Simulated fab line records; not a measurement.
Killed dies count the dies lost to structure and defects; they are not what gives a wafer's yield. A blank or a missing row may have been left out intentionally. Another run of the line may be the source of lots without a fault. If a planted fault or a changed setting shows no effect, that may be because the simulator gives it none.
What tool caused it? | flow n5-finfet | 14 lots, 42 wafers sampled, at 2 steps of a route of 1938

== WHAT THE GAUGES SHOWED, per wafer ==
N5_GATE_CUT_CD_MEAS_13: target cd 20 nm.
lot  | measured     | on        | cd-nm (nm)
L473 | day 4 20:40  | cd-sem-03 | 20.41 20.09 20.12
L476 | day 5 10:38  | cd-sem-03 | 20.18 20.09 19.80
L477 | day 5 15:22  | cd-sem-02 | - - -
L478 | day 6 00:49  | cd-sem-02 | - - -
L484 | day 7 13:01  | cd-sem-02 | 19.87 20.18 20.25
L485 | day 7 17:55  | cd-sem-03 | 20.39 20.11 19.59
L486 | day 8 02:32  | cd-sem-03 | 19.90 19.99 20.43
L489 | day 8 19:29  | cd-sem-01 | 20.31 19.88 20.18
L490 | day 9 03:48  | cd-sem-02 | 20.09 20.45 20.03
L491 | day 9 06:08  | cd-sem-03 | 20.24 20.02 19.95
L492 | day 9 13:53  | cd-sem-03 | 20.05 20.11 20.16
L493 | day 9 19:04  | cd-sem-03 | 19.91 20.24 19.81
L494 | day 10 01:11 | cd-sem-01 | 19.92 20.30 20.67
L495 | day 10 07:08 | cd-sem-01 | 19.69 19.93 20.44

== TOOL THAT RAN EACH LOT (tool first, then ch and the chambers of the sampled wafers, then the start) ==
lot  | N5_GATE_CUT_EXPOSE_10
L473 | euv-scanner-02 ch 0, day 4 20:32
L476 | euv-scanner-01 ch 0, day 5 10:31
L477 | euv-scanner-02, day 5 15:14
L478 | euv-scanner-01, day 6 00:41
L484 | euv-scanner-01 ch 0, day 7 12:53
L485 | euv-scanner-02 ch 0, day 7 17:47
L486 | euv-scanner-01 ch 0, day 8 02:23
L489 | euv-scanner-02 ch 0, day 8 19:22
L490 | euv-scanner-02 ch 0, day 9 03:40
L491 | euv-scanner-01 ch 0, day 9 06:01
L492 | euv-scanner-01 ch 0, day 9 13:46
L493 | euv-scanner-02 ch 0, day 9 18:55
L494 | euv-scanner-02 ch 0, day 10 01:03
L495 | euv-scanner-01 ch 0, day 10 07:01
- N5_GATE_CUT_EXPOSE_10: exposes mask GATE CUT, target cd 20 nm.

== WHAT THE TOOLS THEMSELVES READ (means of the sampled wafers that have a number; where no wafer has one, the mark that the record gives instead) ==
N5_GATE_CUT_EXPOSE_10.
lot  | tool           | exposure-dose-mJ-cm2 | focus-offset-nm (nm)
L473 | euv-scanner-02 | 43.20                | 1.4
L476 | euv-scanner-01 | 43.20                | 0.4
L477 | euv-scanner-02 | -                    | -
L478 | euv-scanner-01 | -                    | -
L484 | euv-scanner-01 | 43.12                | -0.4
L485 | euv-scanner-02 | 43.25                | 0.0
L486 | euv-scanner-01 | 43.06                | 0.1
L489 | euv-scanner-02 | 43.30                | -0.2
L490 | euv-scanner-02 | 43.17                | 0.2
L491 | euv-scanner-01 | 43.15                | 0.1
L492 | euv-scanner-01 | 43.20                | -0.2
L493 | euv-scanner-02 | 43.15                | 0.5
L494 | euv-scanner-02 | 43.18                | -0.1
L495 | euv-scanner-01 | 43.13                | -0.3

== THE ANSWER, worked out from the rows above alone ==
Rule: the lots themselves supply what counts as usual. Put in order of their means at a reading, lots are off if they are a third of the lots or fewer, leave a main group of 4 or more, and stand apart from it by a gap of 3 or more times the standard deviation of the main group's means; of several such gaps the widest counts. A main group is skipped when, at the precision printed for the reading in the tables above, its means are all equal. A lot without any number at a reading at which 4 lots or more have one is off too. All remaining lots with rows at the step are treated as sound. The gauges are gone through in route order, then the tools' own readings, and for those a lot's mean is taken as printed above. At the first step where some lot is off, the reading lying furthest off is the one used; lots without a number count as furthest.
Off, at N5_GATE_CUT_CD_MEAS_13 on cd-nm: L477, L478. Without a number there: L477, L478. The main group has a mean of 20.11 nm with a standard deviation of 0.086.
A tool fits if, at a process step before that reading, it ran every lot that is off, and no sound lot after the first of them. Not tried: the gauges at N5_GATE_CUT_CD_MEAS_13; whatever is off there is also off at N5_GATE_CUT_EXPOSE_10, on other tools, and gauge error can't account for it. No candidate that was tried fits.

== WHAT THE SIMULATOR HAD PUT IN ==
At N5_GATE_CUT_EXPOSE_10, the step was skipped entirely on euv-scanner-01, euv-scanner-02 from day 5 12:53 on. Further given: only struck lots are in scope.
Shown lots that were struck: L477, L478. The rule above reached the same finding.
